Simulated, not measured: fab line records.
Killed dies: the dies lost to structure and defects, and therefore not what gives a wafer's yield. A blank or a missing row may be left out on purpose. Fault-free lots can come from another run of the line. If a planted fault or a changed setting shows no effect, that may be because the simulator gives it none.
Chamber matching | flow n5Finfet | N5_MOL_CONTACT_COAG_ETCH_48 on rieDiel-05 has 4 sister chambers
The step etches SiOC in C4F6/O2, target depth 15 nm, overetch 4.5 nm, time 17 s. 16 wafers are shown with their chamber, then 8 later ones without.

## WAFERS WITH THEIR CHAMBER
wafer  | chamber | rfVppV (V) | throttleValvePct (%) | drypumpMotorCurrentA (A)
L075.1 | 0       | 1567       | 41.3                 | 5.4
L075.4 | 3       | 1626       | 40.5                 | 5.1
L075.6 | 2       | 1599       | 40.2                 | 5.1
L076.3 | 0       | 1567       | 41.3                 | 5.4
L076.4 | 1       | 1650       | 39.6                 | 5.6
L076.5 | 0       | 1567       | 41.3                 | 5.4
L079.1 | 3       | 1627       | 40.6                 | 5.1
L079.2 | 2       | 1600       | 40.2                 | 5.2
L079.3 | 1       | 1651       | 39.6                 | 5.6
L085.1 | 1       | 1649       | 39.7                 | 5.6
L085.2 | 3       | 1625       | 40.5                 | 5.1
L085.3 | 0       | 1565       | 41.3                 | 5.4
L087.2 | 2       | 1598       | 40.2                 | 5.2
L087.3 | 3       | 1628       | 40.6                 | 5.1
L087.4 | 1       | 1652       | 39.7                 | 5.6
L089.2 | 3       | 1625       | 40.6                 | 5.1

SIGNATURES (averages over the wafers above)
reading              | chamber 0 | chamber 1 | chamber 2 | chamber 3 | scatter within a chamber
rfVppV               | 1566.50   | 1650.50   | 1599.00   | 1626.20   | 1.18
throttleValvePct     | 41.300    | 39.650    | 40.200    | 40.560    | 0.0428
drypumpMotorCurrentA | 5.400     | 5.600     | 5.167     | 5.100     | 0.0236
Rule: a wafer's distance from a chamber is the root of the sum, over the readings, of the square of ((its reading less the chamber's mean) divided by the reading's scatter). If the next closest chamber is less than 2 further off than the closest, the wafer can't be placed; otherwise it belongs to the closest. How the scatter is found: for the shown wafers, subtract from each reading the mean of its chamber, square and add these, divide the total by (wafers less chambers), then take the root.

## WAFERS WITHOUT THEIR CHAMBER
wafer  | rfVppV (V) | throttleValvePct (%) | drypumpMotorCurrentA (A)
L089.4 | 1649       | 39.7                 | 5.6
L089.5 | 1565       | 41.3                 | 5.4
L090.1 | 1650       | 39.7                 | 5.6
L090.2 | 1565       | 41.3                 | 5.4
L090.3 | 1626       | 40.6                 | 5.1
L091.1 | 1598       | 40.1                 | 5.2
L091.5 | 1564       | 41.3                 | 5.4
L091.6 | 1648       | 39.7                 | 5.6

## THE CHAMBER EACH PASSED THROUGH
wafer  | from the rows above | in truth
L089.4 | 1                   | 1
L089.5 | 0                   | 0
L090.1 | 1                   | 1
L090.2 | 0                   | 0
L090.3 | 3                   | 3
L091.1 | 2                   | 2
L091.5 | 0                   | 0
L091.6 | 1                   | 1
Correctly placed: 8 of 8. Left unplaced by these rows: 0. Placed wrongly: 0.
